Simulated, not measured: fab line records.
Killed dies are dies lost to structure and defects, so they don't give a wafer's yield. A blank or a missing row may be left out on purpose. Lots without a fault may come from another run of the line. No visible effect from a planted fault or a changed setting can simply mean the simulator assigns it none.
Chamber matching :: flow n5-finfet :: N5_BEOL_M7_ALD_77 on ald-metal-02: 4 sister chambers
The step deposits TaN, target thk 2 nm, pulse time 2 s, purge time 3 s. 4 wafers are shown with their chamber, then 7 later ones without.

== WAFERS WITH THEIR CHAMBER ==
wafer: L082.3
chamber: 2
heater-power-w (W): 351

wafer: L082.5
chamber: 3
heater-power-w (W): 381

wafer: L084.2
chamber: 1
heater-power-w (W): 408

wafer: L084.5
chamber: 0
heater-power-w (W): 440

== WAFERS WITH NO CHAMBER GIVEN ==
wafer: L084.6
heater-power-w (W): 400

wafer: L087.2
heater-power-w (W): 442

wafer: L087.4
heater-power-w (W): 395

wafer: L087.5
heater-power-w (W): 408

wafer: L097.1
heater-power-w (W): 390

wafer: L097.3
heater-power-w (W): 357

wafer: L097.5
heater-power-w (W): 404

== WHICH CHAMBER EACH WENT THROUGH ==
wafer: L084.6
from the rows above: can't be placed: 1 or 3
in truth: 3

wafer: L087.2
from the rows above: 0
in truth: 0

wafer: L087.4
from the rows above: can't be placed: 1 or 3
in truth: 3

wafer: L087.5
from the rows above: 1
in truth: 1

wafer: L097.1
from the rows above: can't be placed: 3 or 1
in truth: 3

wafer: L097.3
from the rows above: 2
in truth: 2

wafer: L097.5
from the rows above: 1
in truth: 1
Placed correctly: 4 of 7. From these rows, 3 cannot be placed; in 3 the true chamber is one of the candidates. Number placed wrongly: 0.
How it was worked out, from the rows above alone: a wafer's distance from a chamber is the root of the sum, over the readings, of the square of ((its reading less the chamber's mean) divided by the reading's scatter). The wafer belongs to the nearest chamber; if the next one is less than 2 further off, it can't be placed. Each chamber's mean is taken over the wafers shown for it. The scatter (one wafer shown for each chamber): square how far every hidden wafer sits from the nearest shown wafer, average those squares and take the square root.
